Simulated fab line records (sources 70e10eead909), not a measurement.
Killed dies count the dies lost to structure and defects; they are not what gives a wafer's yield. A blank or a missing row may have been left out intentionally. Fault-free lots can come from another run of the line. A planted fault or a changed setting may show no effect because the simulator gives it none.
Matching of chambers || flow nand_harc || 4 sister chambers for NHARC_P_GATE_ALD_36 on ald_sin-01
The step deposits SiNx, target thk 20 nm, pulse time 60 s, ald cycles 223. 14 wafers are shown with their chamber, then 7 later ones without.

## WAFERS, EACH WITH ITS CHAMBER
{"wafer": "L074.3", "chamber": 1, "heater_power_outer_w (W)": 511, "heater_power_w (W)": 888, "precursor_pulse_height_rel": 1.006}
{"wafer": "L074.2", "chamber": 2, "heater_power_outer_w (W)": 558, "heater_power_w (W)": 846, "precursor_pulse_height_rel": 1.005}
{"wafer": "L074.5", "chamber": 1, "heater_power_outer_w (W)": 531, "heater_power_w (W)": 874, "precursor_pulse_height_rel": 1.026}
{"wafer": "L077.2", "chamber": 3, "heater_power_outer_w (W)": 444, "heater_power_w (W)": 716, "precursor_pulse_height_rel": 1.000}
{"wafer": "L077.6", "chamber": 2, "heater_power_outer_w (W)": 556, "heater_power_w (W)": 833, "precursor_pulse_height_rel": 0.997}
{"wafer": "L077.5", "chamber": 3, "heater_power_outer_w (W)": 440, "heater_power_w (W)": 698, "precursor_pulse_height_rel": 0.989}
{"wafer": "L080.2", "chamber": 1, "heater_power_outer_w (W)": 505, "heater_power_w (W)": 868, "precursor_pulse_height_rel": 1.015}
{"wafer": "L080.3", "chamber": 2, "heater_power_outer_w (W)": 561, "heater_power_w (W)": 845, "precursor_pulse_height_rel": 0.977}
{"wafer": "L080.5", "chamber": 1, "heater_power_outer_w (W)": 513, "heater_power_w (W)": 879, "precursor_pulse_height_rel": 0.958}
{"wafer": "L083.2", "chamber": 3, "heater_power_outer_w (W)": 440, "heater_power_w (W)": 700, "precursor_pulse_height_rel": 1.013}
{"wafer": "L083.5", "chamber": 3, "heater_power_outer_w (W)": 440, "heater_power_w (W)": 715, "precursor_pulse_height_rel": 1.014}
{"wafer": "L083.6", "chamber": 0, "heater_power_outer_w (W)": 399, "heater_power_w (W)": 669, "precursor_pulse_height_rel": 0.991}
{"wafer": "L087.3", "chamber": 0, "heater_power_outer_w (W)": 404, "heater_power_w (W)": 664, "precursor_pulse_height_rel": 0.982}
{"wafer": "L087.4", "chamber": 2, "heater_power_outer_w (W)": 564, "heater_power_w (W)": 859, "precursor_pulse_height_rel": 0.990}

SIGNATURES, as means of the wafers listed above
{"reading": "heater_power_outer_w", "chamber 0": 401.50, "chamber 1": 515.00, "chamber 2": 559.75, "chamber 3": 441.00, "scatter within a chamber": 6.61}
{"reading": "heater_power_w", "chamber 0": 666.50, "chamber 1": 877.25, "chamber 2": 845.75, "chamber 3": 707.25, "scatter within a chamber": 9.17}
{"reading": "precursor_pulse_height_rel", "chamber 0": 0.98650, "chamber 1": 1.00125, "chamber 2": 0.99225, "chamber 3": 1.00400, "scatter within a chamber": 0.0189}
Rule: a wafer lies at a distance from a chamber equal to the root of the sum of squares, over the readings, of (its reading less the chamber's mean, divided by the reading's scatter). If the next closest chamber is less than 2 further off than the closest, the wafer can't be placed; otherwise it belongs to the closest. The scatter: the root of (the sum of the squares of (reading less its chamber's mean) over the shown wafers, divided by (wafers less chambers)).

## WAFERS WITH NO CHAMBER GIVEN
{"wafer": "L087.6", "heater_power_outer_w (W)": 431, "heater_power_w (W)": 683, "precursor_pulse_height_rel": 1.016}
{"wafer": "L090.4", "heater_power_outer_w (W)": 523, "heater_power_w (W)": 865, "precursor_pulse_height_rel": 1.002}
{"wafer": "L090.2", "heater_power_outer_w (W)": 391, "heater_power_w (W)": 681, "precursor_pulse_height_rel": 0.979}
{"wafer": "L090.5", "heater_power_outer_w (W)": 506, "heater_power_w (W)": 851, "precursor_pulse_height_rel": 0.995}
{"wafer": "L094.1", "heater_power_outer_w (W)": 507, "heater_power_w (W)": 864, "precursor_pulse_height_rel": 0.994}
{"wafer": "L094.2", "heater_power_outer_w (W)": 555, "heater_power_w (W)": 887, "precursor_pulse_height_rel": 0.994}
{"wafer": "L094.3", "heater_power_outer_w (W)": 431, "heater_power_w (W)": 675, "precursor_pulse_height_rel": 0.956}

## WHICH CHAMBER EACH ONE RAN IN
{"wafer": "L087.6", "from the rows above": "can't be placed: 3 or 0", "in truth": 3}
{"wafer": "L090.4", "from the rows above": 1, "in truth": 1}
{"wafer": "L090.2", "from the rows above": 0, "in truth": 0}
{"wafer": "L090.5", "from the rows above": 1, "in truth": 1}
{"wafer": "L094.1", "from the rows above": 1, "in truth": 1}
{"wafer": "L094.2", "from the rows above": "can't be placed: 2 or 1", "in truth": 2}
{"wafer": "L094.3", "from the rows above": "can't be placed: 3 or 0", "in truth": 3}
4 of 7 placed correctly. Cannot be placed on the basis of these rows: 3; the candidates contain the true chamber in 3. Placed wrongly: 0.
